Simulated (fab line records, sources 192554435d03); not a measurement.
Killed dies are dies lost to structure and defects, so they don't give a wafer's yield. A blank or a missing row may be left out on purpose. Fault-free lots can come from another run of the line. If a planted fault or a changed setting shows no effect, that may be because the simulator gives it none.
Matching of chambers	flow n5Finfet	N5_BEOL_M12_CMP_49 on cmp-03: 4 sister chambers
The step polishes, stops on SiOC, t overpolish 20.6 s, target thk 320 nm. 14 wafers are shown with their chamber, then 7 later ones without.

WAFERS, EACH WITH ITS CHAMBER
wafer	chamber	motorCurrentA (A)	overpolishRunS (s)	barrierFieldEndpointS (s)
L221.2	2	5.4	20.599	30.9
L221.3	0	5.9	20.598	31.5
L221.4	3	6.2	20.603	31.4
L225.2	2	5.4	20.604	30.5
L225.5	2	5.3	20.607	30.4
L225.6	3	5.9	20.603	30.1
L228.3	0	5.8	20.585	29.6
L228.4	3	5.9	20.598	29.4
L228.5	1	6.1	20.595	30.2
L239.3	2	5.3	20.587	30.9
L239.4	1	6.3	20.595	31.5
L239.6	2	5.6	20.593	30.7
L241.4	0	5.8	20.602	30.9
L241.5	2	5.4	20.597	30.8

SIGNATURES (means of the wafers above)
reading	chamber 0	chamber 1	chamber 2	chamber 3	scatter within a chamber
motorCurrentA	5.833	6.200	5.400	6.000	0.121
overpolishRunS	20.59500	20.59500	20.59783	20.60133	0.00663
barrierFieldEndpointS	30.667	30.850	30.700	30.300	0.708
Rule: distance of a wafer from a chamber = root of the sum over the readings of ((wafer's reading minus chamber's mean) / reading's scatter) squared. The wafer belongs to the nearest chamber; if the next one is less than 2 further off, it can't be placed. How the scatter is found: for the shown wafers, subtract from each reading the mean of its chamber, square and add these, divide the total by (wafers less chambers), then take the root.

WAFERS MISSING THEIR CHAMBER
wafer	motorCurrentA (A)	overpolishRunS (s)	barrierFieldEndpointS (s)
L241.6	6.1	20.595	30.2
L242.1	6.1	20.599	30.3
L242.3	6.4	20.594	29.6
L242.5	6.1	20.609	30.7
L243.1	5.6	20.599	31.2
L243.3	6.2	20.604	30.0
L243.4	5.7	20.586	30.0

THE CHAMBER EACH PASSED THROUGH
wafer	from the rows above	in truth
L241.6	can't be placed: 1 or 3 or 0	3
L242.1	can't be placed: 3 or 1 or 0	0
L242.3	can't be placed: 1 or 3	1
L242.5	can't be placed: 3 or 1 or 0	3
L243.1	can't be placed: 2 or 0 or 3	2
L243.3	can't be placed: 3 or 1 or 0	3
L243.4	can't be placed: 0 or 2 or 3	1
Placed correctly: 0 of 7. Can't be placed from these rows: 7 (the true chamber is among the candidates in 6). Wrongly placed: 0.
